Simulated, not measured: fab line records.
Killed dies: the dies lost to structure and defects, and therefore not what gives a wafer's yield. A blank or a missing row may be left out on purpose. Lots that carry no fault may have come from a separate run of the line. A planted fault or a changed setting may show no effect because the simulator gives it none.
Matching of chambers	flow n5_finfet	uv_cure-03 running N5_BEOL_M10_CURE_71: 3 sister chambers
The step cures SiCOH lowk, time 240 s. 6 wafers are shown with their chamber, then 9 later ones without.

== WAFERS PAIRED WITH THEIR CHAMBERS ==
wafer	chamber	wafer_temp_C_max	lamp_power_pct (%)
L083.5	2	386.1	52.31
L083.6	2	385.7	52.29
L087.4	0	386.2	52.28
L087.6	0	386.3	52.30
L088.3	1	386.0	52.35
L088.6	1	386.3	52.36

== WAFERS WITH NO CHAMBER GIVEN ==
wafer	wafer_temp_C_max	lamp_power_pct (%)
L092.2	386.1	52.24
L092.3	386.1	52.34
L092.5	385.9	52.36
L095.3	386.3	52.29
L095.4	386.6	52.32
L095.5	386.5	52.33
L097.1	386.1	52.36
L097.2	386.8	52.34
L097.6	386.2	52.31

== WHICH CHAMBER EACH WENT THROUGH ==
wafer	from the rows above	in truth
L092.2	can't be placed: 0 or 2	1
L092.3	1	1
L092.5	1	1
L095.3	can't be placed: 0 or 2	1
L095.4	can't be placed: 0 or 1 or 2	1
L095.5	can't be placed: 1 or 0 or 2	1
L097.1	1	1
L097.2	can't be placed: 1 or 0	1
L097.6	can't be placed: 0 or 2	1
Placed correctly: 3 of 9. Can't be placed from these rows: 6 (the true chamber is among the candidates in 3). Number placed wrongly: 0.
How it was worked out, from the rows above alone: a wafer's distance from a chamber is the root of the sum, over the readings, of the square of ((its reading less the chamber's mean) divided by the reading's scatter). The wafer belongs to the nearest chamber; if the next one is less than 2 further off, it can't be placed. The mean given for a chamber averages the wafers shown for that chamber. The scatter: the root of (the sum of the squares of (reading less its chamber's mean) over the shown wafers, divided by (wafers less chambers)).
